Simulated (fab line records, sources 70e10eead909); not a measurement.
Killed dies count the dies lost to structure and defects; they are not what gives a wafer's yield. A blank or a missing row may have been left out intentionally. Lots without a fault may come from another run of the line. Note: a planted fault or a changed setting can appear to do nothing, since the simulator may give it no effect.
fab line records + flow nand_harc
record
- lots=14
- wafers=42
- last_day=34
route steps=1302 shown A_BLC@1128 A_M0@1145
lots with no fault: from the same line, run without faults
start_h: start of the lot's first displayed wafer, in hours after the record's first day + wait_h: hours since the lot's step before + " same as the row above + L1.1+2: one row covering several wafers at once + - either no value or no given start + * or withheld: withheld + < > ~ a bound
route shown NAME@n: a module of which the file shows steps, and the number in the route of the first + usual: mean/standard deviation taken from wafers without a fault + same: alike in all rows + chamber/n: place in a boat + sites: readings site by site + _std_site: how widely they spread, as a standard deviation + _edge_site: mean of outer sites minus mean of inner sites + radius_mm: for every site, how far away it sits from the centre of the wafer + mask NAME#n: copy n + behind: the tool/chamber that last shaped the wafer + hold: why the lot went on hold/how many hours it stayed there/how the hold came to an end + device: the n, p or np transistor that did not switch + end of line: tests of these same wafers at the route's end + for a step that has no rows: nothing shown but its recipe + killed: dies that structure and defects cost at the first sort, which is not the same as the wafer's yield + map: shows each die of a wafer: x if killed, . if not, _ if none is there
set.NAME: the setting the step ran with; set.NAME@STEP: the setting that earlier step ran with + model.NAME: the simulator's own value behind a step, which no gauge read
a sample of lots followed through the steps of the route, with each step as a table and each wafer as a row
services: from which hour (start_h, from the record's first day; less than 0 if before it) a tool's chamber was out of use, for how many hours, and why
## steps
# step NHARC_A_BLC_DEGAS_30
# recipe
- temp_c=300
- time_s=60
# usual
- heater_power_w=461/38
| lot.wafer | tool           | chamber | start_h | wait_h | heater_power_w |
|-----------|----------------|---------|---------|--------|----------------|
| L792.2    | pvd_sputter-01 | -       | 526.92  | -      | 396            |
| L792.5    | "              | -       | "       | "      | 412            |
| L792.6    | "              | -       | "       | "      | 516            |
| L791.2    | pvd_sputter-01 | -       | 530.08  | -      | 384            |
| L791.3    | "              | -       | "       | "      | 407            |
| L791.6    | "              | -       | "       | "      | 443            |
| L793.1    | pvd_sputter-03 | -       | 553.45  | -      | 485            |
| L793.3    | "              | -       | "       | "      | 486            |
| L793.5    | "              | -       | "       | "      | 484            |
| L795.2    | pvd_sputter-03 | -       | 559.95  | -      | 490            |
| L795.5    | "              | -       | "       | "      | 486            |
| L795.6    | "              | -       | "       | "      | 483            |
| L797.2    | pvd_sputter-03 | -       | 564.26  | -      | 492            |
| L797.1    | "              | -       | "       | "      | 485            |
| L797.6    | "              | -       | "       | "      | 461            |
| L796.1    | pvd_sputter-03 | -       | 597.64  | -      | 484            |
| L796.6    | "              | -       | "       | "      | 498            |
| L796.5    | "              | -       | "       | "      | 459            |
| L802.1    | pvd_sputter-02 | -       | 641.56  | -      | 494            |
| L802.2    | "              | -       | "       | "      | 463            |
| L802.3    | "              | -       | "       | "      | 433            |
| L805.2    | pvd_sputter-03 | -       | 654.71  | -      | 456            |
| L805.3    | "              | -       | "       | "      | 479            |
| L805.1    | "              | -       | "       | "      | 509            |
| L809.1    | pvd_sputter-02 | -       | 684.83  | -      | 455            |
| L809.5    | "              | -       | "       | "      | 444            |
| L809.6    | "              | -       | "       | "      | 506            |
| L810.3    | pvd_sputter-03 | -       | 700.81  | -      | 504            |
| L810.1    | "              | -       | "       | "      | 476            |
| L810.6    | "              | -       | "       | "      | 502            |
| L811.4    | pvd_sputter-01 | -       | 730.34  | -      | 422            |
| L811.3    | "              | -       | "       | "      | 548            |
| L811.1    | "              | -       | "       | "      | 388            |
| L813.4    | pvd_sputter-02 | -       | 736.51  | -      | 464            |
| L813.3    | "              | -       | "       | "      | 466            |
| L813.5    | "              | -       | "       | "      | 458            |
| L812.2    | pvd_sputter-01 | -       | 745.35  | -      | 385            |
| L812.3    | "              | -       | "       | "      | 560            |
| L812.1    | "              | -       | "       | "      | 414            |
| L814.1    | pvd_sputter-02 | -       | 763.51  | -      | 457            |
| L814.5    | "              | -       | "       | "      | 466            |
| L814.6    | "              | -       | "       | "      | 455            |
# step NHARC_A_BLC_CMP_25
# recipe
- t_overpolish_s=30
- target_thk_nm=150
# usual
- motor_current_A=11.6/1.5
- overpolish_run_s=29.999/0.0087
- slurry_filter_dp_kPa=13.51/0.12
- time_to_endpoint_s=31.5/2.9
| lot.wafer | tool   | chamber | start_h | wait_h | motor_current_A | overpolish_run_s | slurry_filter_dp_kPa | time_to_endpoint_s |
|-----------|--------|---------|---------|--------|-----------------|------------------|----------------------|--------------------|
| L792.2    | cmp-01 | 1       | 527.92  | 0.4    | 12.4            | 30.004           | 13.61                | 35.8               |
| L792.5    | "      | 0       | "       | "      | 11.4            | 29.998           | 13.54                | 29.4               |
| L792.6    | "      | 1       | "       | "      | 12.6            | 30.003           | 13.39                | 36.6               |
| L791.3    | cmp-02 | 1       | 531.08  | 0.3    | 10.3            | 29.996           | 13.41                | 32.2               |
| L791.2    | "      | 3       | "       | "      | 13.2            | 29.986           | 13.72                | 31.0               |
| L791.6    | "      | 0       | "       | "      | 11.3            | 29.992           | 13.68                | 32.2               |
| L793.1    | cmp-02 | 1       | 554.47  | 0.4    | 9.9             | 30.008           | 13.60                | 30.7               |
| L793.3    | "      | 2       | "       | "      | 12.2            | 29.984           | 13.60                | 31.3               |
| L793.5    | "      | 3       | "       | "      | 13.1            | 30.012           | 13.74                | 28.1               |
| L795.2    | cmp-02 | 3       | 560.93  | 0.5    | 13.5            | 29.994           | 13.52                | 33.5               |
| L795.6    | "      | 3       | "       | "      | 13.1            | 30.004           | 13.50                | 32.8               |
| L795.5    | "      | 0       | "       | "      | 11.5            | 29.992           | 13.58                | 34.8               |
| L797.2    | cmp-01 | 3       | 565.25  | 0.5    | 10.9            | 29.981           | 13.51                | 34.6               |
| L797.1    | "      | 1       | "       | "      | 13.0            | 30.004           | 13.50                | 34.7               |
| L797.6    | "      | 3       | "       | "      | 11.1            | 29.992           | 13.62                | 31.8               |
| L796.1    | cmp-01 | 1       | 598.66  | 0.5    | 12.2            | 30.014           | 13.64                | 29.2               |
| L796.5    | "      | 2       | "       | "      | 10.7            | 29.989           | 13.61                | 26.1               |
| L796.6    | "      | 3       | "       | "      | 10.7            | 30.003           | 13.47                | 30.1               |
| L802.2    | cmp-01 | 3       | 642.52  | 0.4    | 11.0            | 30.001           | 13.20                | 30.7               |
| L802.3    | "      | 0       | "       | "      | 10.9            | 30.002           | 13.46                | 26.8               |
| L802.1    | "      | 1       | "       | "      | 12.7            | 29.995           | 13.40                | 34.3               |
| L805.3    | cmp-01 | 1       | 655.69  | 0.3    | 12.0            | 30.001           | 13.47                | 32.0               |
| L805.1    | "      | 3       | "       | "      | 10.6            | 29.997           | 13.46                | 32.3               |
| L805.2    | "      | 0       | "       | "      | 11.1            | 29.994           | 13.60                | 27.9               |
| L809.1    | cmp-04 | 2       | 685.87  | 0.5    | 10.0            | 30.003           | 13.44                | 35.9               |
| L809.5    | "      | 3       | "       | "      | 16.0            | 29.993           | 13.42                | 30.1               |
| L809.6    | "      | 0       | "       | "      | 12.5            | 30.005           | 13.40                | 31.1               |
| L810.3    | cmp-01 | 2       | 701.81  | 0.3    | 10.3            | 30.005           | 13.32                | 29.6               |
| L810.1    | "      | 0       | "       | "      | 10.9            | 29.985           | 13.33                | 30.0               |
| L810.6    | "      | 2       | "       | "      | 10.7            | 29.992           | 13.46                | 30.0               |
| L811.4    | cmp-02 | 1       | 731.38  | 0.3    | 9.8             | 29.995           | 13.60                | 31.6               |
| L811.1    | "      | 2       | "       | "      | 11.6            | 30.008           | 13.50                | 30.5               |
| L811.3    | "      | 3       | "       | "      | 12.9            | 29.991           | 13.65                | 32.0               |
| L813.3    | cmp-02 | 2       | 737.59  | 0.3    | 12.1            | 29.993           | 13.35                | 33.1               |
| L813.4    | "      | 3       | "       | "      | 12.8            | 30.000           | 13.57                | 28.7               |
| L813.5    | "      | 2       | "       | "      | 12.0            | 30.005           | 13.52                | 29.6               |
| L812.3    | cmp-02 | 0       | 746.34  | 0.2    | 11.7            | 29.999           | 13.37                | 27.4               |
| L812.2    | "      | 1       | "       | "      | 10.4            | 30.008           | 13.65                | 29.3               |
| L812.1    | "      | 2       | "       | "      | 11.9            | 30.013           | 13.41                | 29.5               |
| L814.1    | cmp-04 | 1       | 764.55  | 0.5    | 10.2            | 29.995           | 13.50                | 28.4               |
| L814.5    | "      | 2       | "       | "      | 9.9             | 29.986           | 13.69                | 33.6               |
| L814.6    | "      | 3       | "       | "      | 14.8            | 29.998           | 13.54                | 29.9               |
# step NHARC_A_M0_PEB_07
# recipe
- peb_temp_c=100
- peb_time_s=65
# usual
- chill_plate_temp_C=23.01/0.11
- heater_power_total_W=156.6/0.44
- plate_temp_C=99.97/0.14
| lot.wafer | tool           | chamber | start_h | wait_h | chill_plate_temp_C | heater_power_total_W | plate_temp_C |
|-----------|----------------|---------|---------|--------|--------------------|----------------------|--------------|
| L792.2    | litho_track-01 | 0       | 529.17  | 0.1    | 22.92              | 157.0                | 100.22       |
| L792.5    | "              | 0       | "       | "      | 22.83              | 157.1                | 100.32       |
| L792.6    | "              | 0       | "       | "      | 22.92              | 156.4                | 100.21       |
| L791.2    | litho_track-01 | 0       | 532.28  | 0.1    | 23.02              | 156.6                | 99.85        |
| L791.3    | "              | 0       | "       | "      | 22.89              | 156.9                | 99.95        |
| L791.6    | "              | 0       | "       | "      | 22.85              | 156.1                | 99.96        |
| L793.1    | litho_track-01 | 0       | 555.78  | 0.1    | 23.01              | 156.8                | 99.68        |
| L793.3    | "              | 0       | "       | "      | 23.17              | 157.2                | 99.62        |
| L793.5    | "              | 0       | "       | "      | 23.16              | 156.4                | 99.89        |
| L795.2    | litho_track-04 | 0       | 562.02  | 0.1    | 22.91              | 157.2                | 100.20       |
| L795.5    | "              | 0       | "       | "      | 22.89              | 156.9                | 99.99        |
| L795.6    | "              | 0       | "       | "      | 22.90              | 157.2                | 100.13       |
| L797.1    | litho_track-06 | 0       | 566.34  | 0.1    | 22.96              | 156.5                | 100.07       |
| L797.2    | "              | 0       | "       | "      | 22.98              | 157.1                | 99.90        |
| L797.6    | "              | 0       | "       | "      | 23.03              | 156.2                | 99.97        |
| L796.1    | litho_track-06 | 0       | 599.81  | 0.1    | 23.00              | 157.2                | 99.81        |
| L796.5    | "              | 0       | "       | "      | 22.96              | 156.0                | 99.77        |
| L796.6    | "              | 0       | "       | "      | 22.88              | 157.2                | 99.78        |
| L802.1    | litho_track-06 | 0       | 643.74  | 0.1    | 23.09              | 174.5                | 107.95       |
| L802.2    | "              | 0       | "       | "      | 23.02              | 174.5                | 108.16       |
| L802.3    | "              | 0       | "       | "      | 23.05              | 174.3                | 108.04       |
| L805.1    | litho_track-06 | 0       | 656.91  | 0.1    | 22.94              | 174.5                | 108.00       |
| L805.2    | "              | 0       | "       | "      | 22.96              | 174.4                | 108.13       |
| L805.3    | "              | 0       | "       | "      | 23.00              | 173.5                | 107.87       |
| L809.1    | litho_track-01 | 0       | 687.14  | 0.1    | 23.11              | 156.2                | 100.02       |
| L809.5    | "              | 0       | "       | "      | 23.32              | 156.6                | 99.85        |
| L809.6    | "              | 0       | "       | "      | 23.10              | 156.1                | 100.04       |
| L810.1    | litho_track-04 | 0       | 703.02  | 0.1    | 23.07              | 156.4                | 99.99        |
| L810.3    | "              | 0       | "       | "      | 22.98              | 157.1                | 100.03       |
| L810.6    | "              | 0       | "       | "      | 22.83              | 156.3                | 99.99        |
| L811.1    | litho_track-06 | 0       | 732.58  | 0.1    | 23.00              | 156.2                | 99.88        |
| L811.3    | "              | 0       | "       | "      | 22.94              | 156.9                | 99.82        |
| L811.4    | "              | 0       | "       | "      | 22.87              | 157.1                | 99.82        |
| L813.3    | litho_track-01 | 0       | 738.80  | 0.0    | 23.00              | 156.8                | 99.91        |
| L813.4    | "              | 0       | "       | "      | 23.10              | 156.1                | 99.87        |
| L813.5    | "              | 0       | "       | "      | 22.98              | 156.2                | 100.06       |
| L812.1    | litho_track-01 | 0       | 747.44  | 0.1    | 23.10              | 156.3                | 99.91        |
| L812.2    | "              | 0       | "       | "      | 22.96              | 157.2                | 100.05       |
| L812.3    | "              | 0       | "       | "      | 22.85              | 156.4                | 99.96        |
| L814.1    | litho_track-01 | 0       | 765.58  | 0.1    | 22.94              | 156.3                | 99.88        |
| L814.5    | "              | 0       | "       | "      | 22.88              | 157.1                | 99.95        |
| L814.6    | "              | 0       | "       | "      | 22.97              | 156.1                | 99.89        |
# step NHARC_A_M0_CD_MEAS_09
# recipe
- target_cd_nm=80
- landing_energy_ev=500
# usual
- cd_nm=80.0/0.7
| lot.wafer | tool      | chamber | start_h | wait_h | cd_nm |
|-----------|-----------|---------|---------|--------|-------|
| L792.2    | cd_sem-02 | 0       | 529.25  | -      | 78.8  |
| L792.5    | "         | 0       | "       | "      | 79.3  |
| L792.6    | "         | 0       | "       | "      | 80.4  |
| L791.2    | cd_sem-01 | 0       | 532.36  | -      | 79.8  |
| L791.3    | "         | 0       | "       | "      | 80.1  |
| L791.6    | "         | 0       | "       | "      | 80.2  |
| L793.1    | cd_sem-02 | 0       | 555.86  | -      | 79.6  |
| L793.3    | "         | 0       | "       | "      | 80.4  |
| L793.5    | "         | 0       | "       | "      | 79.5  |
| L795.2    | cd_sem-02 | 0       | 562.10  | -      | 79.7  |
| L795.5    | "         | 0       | "       | "      | 80.2  |
| L795.6    | "         | 0       | "       | "      | 79.3  |
| L797.1    | cd_sem-02 | 0       | 566.42  | -      | 80.3  |
| L797.2    | "         | 0       | "       | "      | 81.1  |
| L797.6    | "         | 0       | "       | "      | 81.2  |
| L796.1    | cd_sem-01 | 0       | 599.89  | -      | 80.5  |
| L796.5    | "         | 0       | "       | "      | 80.3  |
| L796.6    | "         | 0       | "       | "      | 80.8  |
| L802.1    | cd_sem-01 | 0       | 643.82  | -      | 105.9 |
| L802.2    | "         | 0       | "       | "      | 105.8 |
| L802.3    | "         | 0       | "       | "      | 106.4 |
| L805.1    | cd_sem-01 | 0       | 656.99  | -      | 105.8 |
| L805.2    | "         | 0       | "       | "      | 106.5 |
| L805.3    | "         | 0       | "       | "      | 105.6 |
| L809.1    | cd_sem-03 | 0       | 687.22  | -      | 79.6  |
| L809.5    | "         | 0       | "       | "      | 80.5  |
| L809.6    | "         | 0       | "       | "      | 80.0  |
| L810.1    | cd_sem-01 | 0       | 703.09  | -      | 80.4  |
| L810.3    | "         | 0       | "       | "      | 80.4  |
| L810.6    | "         | 0       | "       | "      | 81.0  |
| L811.1    | cd_sem-02 | 0       | 732.66  | -      | 80.1  |
| L811.3    | "         | 0       | "       | "      | 80.1  |
| L811.4    | "         | 0       | "       | "      | 81.6  |
| L813.3    | cd_sem-01 | 0       | 738.88  | -      | 79.9  |
| L813.4    | "         | 0       | "       | "      | 79.8  |
| L813.5    | "         | 0       | "       | "      | 80.6  |
| L812.1    | cd_sem-02 | 0       | 747.52  | -      | 79.2  |
| L812.2    | "         | 0       | "       | "      | 81.4  |
| L812.3    | "         | 0       | "       | "      | 81.1  |
| L814.1    | cd_sem-02 | 0       | 765.66  | -      | 79.2  |
| L814.5    | "         | 0       | "       | "      | 80.2  |
| L814.6    | "         | 0       | "       | "      | 79.0  |
# step NHARC_A_M0_PVD_21
# recipe
- target_thk_a=300
- chamber_pressure_pa=5
- power_w=5000
- substrate_temp_c=30
- time_s=20.49
- material=Cu
# usual
- chamber_pressure_pa=5.000/0.011
- throttle_valve_pct=30.1/1.2
| lot.wafer | tool           | chamber | start_h | wait_h | chamber_pressure_pa | throttle_valve_pct |
|-----------|----------------|---------|---------|--------|---------------------|--------------------|
| L792.2    | pvd_sputter-01 | -       | -       | -      | 5.000               | 28.6               |
| L792.5    | "              | -       | "       | "      | 4.992               | 29.4               |
| L792.6    | "              | -       | "       | "      | 4.998               | 29.5               |
| L791.3    | pvd_sputter-01 | -       | -       | -      | 4.998               | 28.6               |
| L791.2    | "              | -       | "       | "      | 5.008               | 29.7               |
| L791.6    | "              | -       | "       | "      | 4.989               | 28.6               |
| L793.1    | pvd_sputter-03 | -       | -       | -      | 4.986               | 30.6               |
| L793.3    | "              | -       | "       | "      | 5.007               | 31.8               |
| L793.5    | "              | -       | "       | "      | 5.009               | 28.0               |
| L795.2    | pvd_sputter-03 | -       | -       | -      | 4.981               | 30.4               |
| L795.6    | "              | -       | "       | "      | 4.998               | 31.7               |
| L795.5    | "              | -       | "       | "      | 5.003               | 30.6               |
| L797.2    | pvd_sputter-01 | -       | -       | -      | 4.998               | 29.3               |
| L797.1    | "              | -       | "       | "      | 4.994               | 29.6               |
| L797.6    | "              | -       | "       | "      | 4.984               | 28.6               |
| L796.1    | pvd_sputter-01 | -       | -       | -      | 5.001               | 29.5               |
| L796.5    | "              | -       | "       | "      | 5.004               | 29.6               |
| L796.6    | "              | -       | "       | "      | 4.994               | 29.6               |
| L802.2    | pvd_sputter-01 | -       | -       | -      | 5.008               | 28.3               |
| L802.3    | "              | -       | "       | "      | 4.986               | 29.5               |
| L802.1    | "              | -       | "       | "      | 4.986               | 31.0               |
| L805.2    | pvd_sputter-01 | -       | -       | -      | 5.016               | 28.2               |
| L805.3    | "              | -       | "       | "      | 5.013               | 29.6               |
| L805.1    | "              | -       | "       | "      | 4.984               | 29.5               |
| L809.1    | pvd_sputter-02 | -       | -       | -      | 5.001               | 31.5               |
| L809.5    | "              | -       | "       | "      | 5.011               | 31.1               |
| L809.6    | "              | -       | "       | "      | 5.007               | 31.5               |
| L810.1    | pvd_sputter-01 | -       | -       | -      | 4.988               | 31.1               |
| L810.3    | "              | -       | "       | "      | 4.987               | 28.3               |
| L810.6    | "              | -       | "       | "      | 4.988               | 28.2               |
| L811.3    | pvd_sputter-02 | -       | -       | -      | 4.989               | 30.9               |
| L811.4    | "              | -       | "       | "      | 4.979               | 31.7               |
| L811.1    | "              | -       | "       | "      | 5.009               | 31.7               |
| L813.3    | pvd_sputter-01 | -       | -       | -      | 5.001               | 28.5               |
| L813.4    | "              | -       | "       | "      | 4.991               | 29.3               |
| L813.5    | "              | -       | "       | "      | 4.992               | 28.3               |
| L812.1    | pvd_sputter-02 | -       | -       | -      | 5.010               | 31.5               |
| L812.2    | "              | -       | "       | "      | 5.019               | 30.4               |
| L812.3    | "              | -       | "       | "      | 4.992               | 30.6               |
| L814.1    | pvd_sputter-02 | -       | -       | -      | 5.007               | 31.4               |
| L814.5    | "              | -       | "       | "      | 5.000               | 30.5               |
| L814.6    | "              | -       | "       | "      | 4.992               | 30.8               |
## services
| tool           | chamber | start_h | hours | kind   |
|----------------|---------|---------|-------|--------|
| litho_track-01 | -       | 505.00  | 7.0   | pm     |
| cmp-01         | -       | 506.09  | 0.8   | repair |
| pvd_sputter-03 | -       | 526.04  | 10.0  | pm     |
| cmp-02         | -       | 526.50  | 4.0   | pm     |
| cmp-02         | -       | 538.99  | 0.4   | repair |
| pvd_sputter-03 | -       | 542.41  | 1.2   | repair |
| cmp-01         | -       | 561.89  | 1.9   | repair |
| pvd_sputter-02 | -       | 573.05  | 2.2   | repair |
| cmp-01         | -       | 579.55  | 4.0   | pm     |
| pvd_sputter-01 | -       | 582.00  | 10.0  | pm     |
| cmp-01         | -       | 584.17  | 1.4   | repair |
| pvd_sputter-01 | -       | 592.06  | 4.8   | repair |
| pvd_sputter-03 | -       | 611.34  | 3.4   | repair |
| cmp-02         | -       | 624.50  | 4.0   | pm     |
| cmp-02         | -       | 642.61  | 0.6   | repair |
| pvd_sputter-02 | -       | 659.17  | 10.0  | pm     |
| cmp-01         | -       | 677.55  | 4.0   | pm     |
| litho_track-01 | -       | 680.00  | 7.0   | pm     |
| cmp-02         | -       | 686.33  | 1.0   | repair |
| pvd_sputter-02 | -       | 701.34  | 3.5   | repair |
| pvd_sputter-03 | -       | 704.04  | 10.0  | pm     |
| cmp-02         | -       | 722.50  | 4.0   | pm     |
| pvd_sputter-02 | -       | 745.10  | 2.4   | repair |
| pvd_sputter-01 | -       | 760.00  | 10.0  | pm     |
## key
first_sign
- step=NHARC_A_M0_PEB_07
- reading=plate_temp_C
- direction=up
- sigmas=57
- usual=*
- struck=*
effect
- step=NHARC_A_M0_PEB_07
- reading=heater_power_total_W
- direction=up
- sigmas=40
- usual=*
- struck=*
effect
- step=NHARC_A_M0_CD_MEAS_09
- reading=cd_nm
- direction=up
- sigmas=37
- usual=80.0
- struck=106.0
met_at NHARC_A_M0_PEB_07
struck_lots L802,L805
later_rows_left_out L802.1,L802.2,L802.3,L805.1,L805.2,L805.3
sort_left_out L802.1,L802.2,L802.3,L805.1,L805.2,L805.3
not_acting_at NHARC_A_BLC_DEGAS_30,NHARC_A_BLC_CMP_25,NHARC_A_M0_PVD_21
onset_between 599.81 643.74
fault
- kind=process_parameter_drift
- tool=litho_track-06
- chamber=-
- onset_h=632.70
- steps=NHARC_A_M0_PEB_07
- channel=peb_temp_c
- offset=*
- shape=step
- end_h=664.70
- acts_in=*
- stated=*
# sort_left_out: the simulated sort isn't trusted on such a fault, so these wafers' sort isn't shown, and their yield isn't known
# later_rows_left_out: the simulator's readings of these wafers behind a module that went badly wrong aren't trusted and aren't shown, but for the sort
